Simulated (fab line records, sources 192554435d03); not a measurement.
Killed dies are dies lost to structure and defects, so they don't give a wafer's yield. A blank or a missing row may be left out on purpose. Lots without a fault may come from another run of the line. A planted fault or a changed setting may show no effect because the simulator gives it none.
Which tool did it? | flow n5_finfet | 9 lots, 27 wafers sampled, at 6 steps of a route of 1938

WHAT THE GAUGES READ, wafer by wafer
N5_HKMG_FIN_THK_MEAS_70: measures by xrf. Usual: HK_THK 1.603 nm, standard deviation 0.022.
lot  | measured    | on            | HK_THK (nm)       | flag
L952 | day 4 08:10 | film_metro-02 | 1.616 1.656 1.664 |
L955 | day 5 01:40 | film_metro-01 | 1.605 1.601 1.606 |
L956 | day 5 12:25 | film_metro-02 | 1.593 1.612 1.633 |
L968 | day 8 10:46 | film_metro-02 | 1.625 1.594 1.638 |
L969 | day 8 21:24 | film_metro-01 | 1.585 1.594 1.581 |
L971 | day 9 02:52 | film_metro-02 | 1.632 1.607 1.617 |
L972 | day 9 10:56 | film_metro-02 | 1.613 1.576 1.643 |
L973 | day 9 16:02 | film_metro-02 | 1.610 1.596 1.614 |
L974 | day 9 20:49 | film_metro-01 | 1.585 1.591 1.600 |

N5_HKMG_FIN_INSPECT_14: inspects for defects (macro). Usual: raw_defect_count 2.2, standard deviation 1.3.
lot  | measured    | on                | raw_defect_count | flag
L952 | day 4 09:06 | defect_inspect-01 | 5 1 2            |
L955 | day 5 02:29 | defect_inspect-02 | 0 2 2            |
L956 | day 5 13:14 | defect_inspect-02 | 2 2 3            |
L968 | day 8 11:35 | defect_inspect-01 | >300 >300 >300   | OFF
L969 | day 8 22:19 | defect_inspect-01 | >300 >300 >300   | OFF
L971 | day 9 03:49 | defect_inspect-01 | 0 1 3            |
L972 | day 9 11:52 | defect_inspect-02 | >300 >300 >300   | OFF
L973 | day 9 16:58 | defect_inspect-02 | 3 4 5            |
L974 | day 9 21:44 | defect_inspect-01 | 4 2 3            |

N5_BEOL_M4_RC_MEAS_101. Usual: DIBL_N 36.0 mV/V, standard deviation 2; DIBL_P 36.2 mV/V, standard deviation 2.2; IOFF_N 0.16 nA/um, standard deviation 0.034; IOFF_P 0.21 nA/um, standard deviation 0.04; ION_N 675 uA/um, standard deviation 12; ION_P 463 uA/um, standard deviation 7.2; SS_N 71.6 mV/dec, standard deviation 0.6; SS_P 73.3 mV/dec, standard deviation 0.67; VT_N 250 mV, standard deviation 3; VT_P -251 mV, standard deviation 3.4.
lot  | measured     | on        | DIBL_N (mV/V)  | DIBL_P (mV/V)  | IOFF_N (nA/um) | IOFF_P (nA/um) | ION_N (uA/um) | ION_P (uA/um) | SS_N (mV/dec)  | SS_P (mV/dec)  | VT_N (mV)   | VT_P (mV)      | flag
L952 | day 8 10:36  | prober-01 | 38.6 37.0 36.2 | 39.1 37.7 36.8 | 0.22 0.19 0.18 | 0.26 0.24 0.22 | 692 684 683   | 468 467 464   | 71.6 71.2 71.8 | 73.7 73.8 73.9 | 248 246 245 | -250 -248 -250 |
L955 | day 9 06:21  | prober-02 | 35.2 36.7 34.6 | 35.2 36.1 35.2 | 0.14 0.16 0.13 | 0.18 0.18 0.17 | 681 673 665   | 460 455 461   | 71.1 71.7 70.6 | 73.5 72.3 72.1 | 251 251 250 | -251 -254 -252 |
L956 | day 9 23:21  | prober-02 | 34.2 31.3 34.5 | 32.2 29.9 33.6 | 0.12 0.10 0.13 | 0.14 0.12 0.16 | 656 651 661   | 450 447 454   | 71.6 70.8 70.8 | 72.6 72.2 72.6 | 253 254 250 | -257 -256 -257 |
L968 | day 12 15:52 | prober-02 | 34.0 35.0 33.0 | 35.0 35.1 33.5 | 0.12 0.13 0.11 | 0.19 0.19 0.17 | 664 669 653   | 466 453 459   | 70.8 71.7 70.2 | 73.1 73.5 72.1 | 256 253 256 | -253 -253 -252 |
L969 | day 14 00:33 | prober-01 | 33.4 39.1 38.7 | 32.6 40.0 39.9 | 0.12 0.22 0.21 | 0.18 0.32 0.30 | 668 695 685   | 465 480 468   | 70.8 72.0 72.5 | 72.4 74.7 74.8 | 254 245 247 | -252 -243 -247 |
L971 | day 13 21:14 | prober-02 | 38.0 38.9 38.2 | 38.2 39.1 38.4 | 0.18 0.20 0.18 | 0.23 0.27 0.23 | 675 683 682   | 462 470 469   | 71.4 72.0 72.5 | 74.1 74.2 74.7 | 250 248 248 | -248 -247 -247 |
L972 | day 14 02:49 | prober-02 | 36.8 38.6 34.2 | 36.9 37.4 32.8 | 0.16 0.20 0.13 | 0.20 0.21 0.16 | 672 692 664   | 463 465 452   | 71.1 71.9 71.2 | 73.5 73.9 71.9 | 249 247 252 | -253 -251 -254 |
L973 | day 13 23:46 | prober-01 | 39.8 35.9 35.3 | 39.3 36.6 35.1 | 0.24 0.17 0.15 | 0.29 0.23 0.21 | 696 690 669   | 470 464 467   | 72.4 71.0 71.4 | 74.2 72.5 72.7 | 243 247 251 | -246 -247 -252 |
L974 | day 14 05:08 | prober-01 | 34.0 35.2 35.9 | 33.6 34.5 34.8 | 0.12 0.14 0.15 | 0.18 0.19 0.19 | 669 666 673   | 459 456 456   | 71.1 71.7 71.7 | 73.0 73.5 72.7 | 253 252 250 | -252 -254 -253 |

WHICH TOOL RAN EACH LOT (tool, then ch and the chambers of the sampled wafers, then the start)
lot  | N5_HKMG_FIN_ALD_36                 | N5_HKMG_FIN_STRIP_34              | N5_HKMG_FIN_ALD_91
L952 | ald_metal-03 ch 0,2,3, day 4 07:53 | rie_diel-02 ch 1,2,3, day 4 09:40 | ald_metal-02 ch 0,2, day 4 10:22
L955 | ald_metal-03 ch 0,1,2, day 5 01:22 | rie_diel-02 ch 0,2,3, day 5 03:28 | ald_metal-02 ch 1,2,3, day 5 04:10
L956 | ald_metal-03 ch 0,1,2, day 5 12:08 | rie_diel-02 ch 0,1,2, day 5 14:17 | ald_metal-04 ch 1,3, day 5 14:58
L968 | ald_metal-03 ch 1,2, day 8 10:29   | rie_diel-04 ch 1,3, day 8 12:24   | ald_metal-03 ch 0,1,2, day 8 13:08
L969 | ald_metal-03 ch 1,2, day 8 21:07   | rie_diel-02 ch 1,3, day 8 22:37   | ald_metal-03 ch 0,2,3, day 8 23:19
L971 | ald_metal-04 ch 0,3, day 9 02:35   | rie_diel-02 ch 0,1, day 9 04:11   | ald_metal-02 ch 1,3, day 9 04:53
L972 | ald_metal-03 ch 1,3, day 9 10:39   | rie_diel-01 ch 0,3, day 9 12:11   | ald_metal-04 ch 2,3, day 9 12:53
L973 | ald_metal-04 ch 0,2,3, day 9 15:46 | rie_diel-02 ch 0,1, day 9 17:17   | ald_metal-03 ch 2,3, day 9 17:59
L974 | ald_metal-04 ch 0,2,3, day 9 20:32 | rie_diel-04 ch 0,1, day 9 22:25   | ald_metal-03 ch 0,1,2, day 9 23:07
- N5_HKMG_FIN_ALD_36: deposits TiN, target thk 1 nm, pulse time 1 s, purge time 3 s.
- N5_HKMG_FIN_STRIP_34: strips in CF4.
- N5_HKMG_FIN_ALD_91: deposits TiN, target thk 1 nm, pulse time 1 s, purge time 3 s.

WHAT THE TOOLS THEMSELVES READ (means of the sampled wafers that have a number; where no wafer has one, the mark that the record gives instead)
N5_HKMG_FIN_ALD_36. Usual: heater_power_w 822 W, standard deviation 64; precursor_pulse_height_rel 1.000, standard deviation 0.022.
lot  | tool         | heater_power_w (W) | precursor_pulse_height_rel | flag
L952 | ald_metal-03 | 806                | 0.994                      |
L955 | ald_metal-03 | 826                | 1.009                      |
L956 | ald_metal-03 | 827                | 1.012                      |
L968 | ald_metal-03 | 847                | 1.012                      |
L969 | ald_metal-03 | 840                | 1.010                      |
L971 | ald_metal-04 | 776                | 1.013                      |
L972 | ald_metal-03 | 812                | 0.986                      |
L973 | ald_metal-04 | 820                | 1.007                      |
L974 | ald_metal-04 | 814                | 1.014                      |

N5_HKMG_FIN_STRIP_34. Usual: drypump_motor_current_A 5.8 A, standard deviation 0.42; oes_product_au 0.80 a.u., standard deviation 0.063; rf_vpp_V 270.6 V, standard deviation 1.2; showerhead_plenum_p_Torr 1.77 Torr, standard deviation 0.045; throttle_valve_pct 13.53 %, standard deviation 0.15.
lot  | tool        | drypump_motor_current_A (A) | oes_product_au (a.u.) | rf_vpp_V (V) | showerhead_plenum_p_Torr (Torr) | throttle_valve_pct (%) | flag
L952 | rie_diel-02 | 5.9                         | 0.84                  | 271.6        | 1.79                            | 13.43                  |
L955 | rie_diel-02 | 5.6                         | 0.81                  | 271.3        | 1.81                            | 13.46                  |
L956 | rie_diel-02 | 5.7                         | 0.80                  | 270.2        | 1.76                            | 13.61                  |
L968 | rie_diel-04 | 5.5                         | 0.81                  | 271.4        | 1.79                            | 13.51                  |
L969 | rie_diel-02 | 6.0                         | 0.75                  | 270.4        | 1.77                            | 13.56                  |
L971 | rie_diel-02 | 5.5                         | 0.71                  | 271.0        | 1.76                            | 13.74                  |
L972 | rie_diel-01 | 6.2                         | 0.79                  | 270.0        | 1.75                            | 13.58                  |
L973 | rie_diel-02 | 5.5                         | 0.71                  | 270.4        | 1.76                            | 13.76                  |
L974 | rie_diel-04 | 5.6                         | 0.77                  | 269.3        | 1.74                            | 13.59                  |

N5_HKMG_FIN_ALD_91. Usual: heater_power_w 841 W, standard deviation 80; precursor_pulse_height_rel 1.000, standard deviation 0.019.
lot  | tool         | heater_power_w (W) | precursor_pulse_height_rel | flag
L952 | ald_metal-02 | 954                | 0.984                      |
L955 | ald_metal-02 | 819                | 1.008                      |
L956 | ald_metal-04 | 870                | 0.999                      |
L968 | ald_metal-03 | 819                | 0.999                      |
L969 | ald_metal-03 | 813                | 1.006                      |
L971 | ald_metal-02 | 855                | 1.004                      |
L972 | ald_metal-04 | 874                | 0.992                      |
L973 | ald_metal-03 | 860                | 0.996                      |
L974 | ald_metal-03 | 822                | 0.995                      |

THE ANSWER, worked out from the rows above alone
Rule: a lot is off if the mean of its wafers that have a number lies more than 3 standard deviations from the usual mean. A lot without any number at a reading at which 4 lots or more have one is off too. The other lots that the step has rows for count as sound. The gauges are gone through in route order, then the tools' own readings, and for those a lot's mean is taken as printed above. The first step at which some lot is off is used, and at that step the reading that is off furthest; a lot without a number counts as furthest.
Off: L968, L969, L972, at N5_HKMG_FIN_INSPECT_14 (raw_defect_count). Without a number there: L968, L969, L972.
A tool fits if, at a process step before that reading, it ran every lot that is off, and no sound lot after the first of them. The gauges at N5_HKMG_FIN_INSPECT_14 are tried like those tools. One fits: ald_metal-03 at N5_HKMG_FIN_ALD_36. Its last sound lot is L956 (day 5 12:08), its first lot that is off L968 (day 8 10:29): a fault that began between those two fits.

WHAT THE SIMULATOR HAD PUT IN
Chamber particle source: ald_metal-03, from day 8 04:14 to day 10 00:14, at N5_HKMG_FIN_ALD_36. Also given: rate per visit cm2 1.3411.
Lots struck among those shown: L968, L969, L972. The rule above found the same.
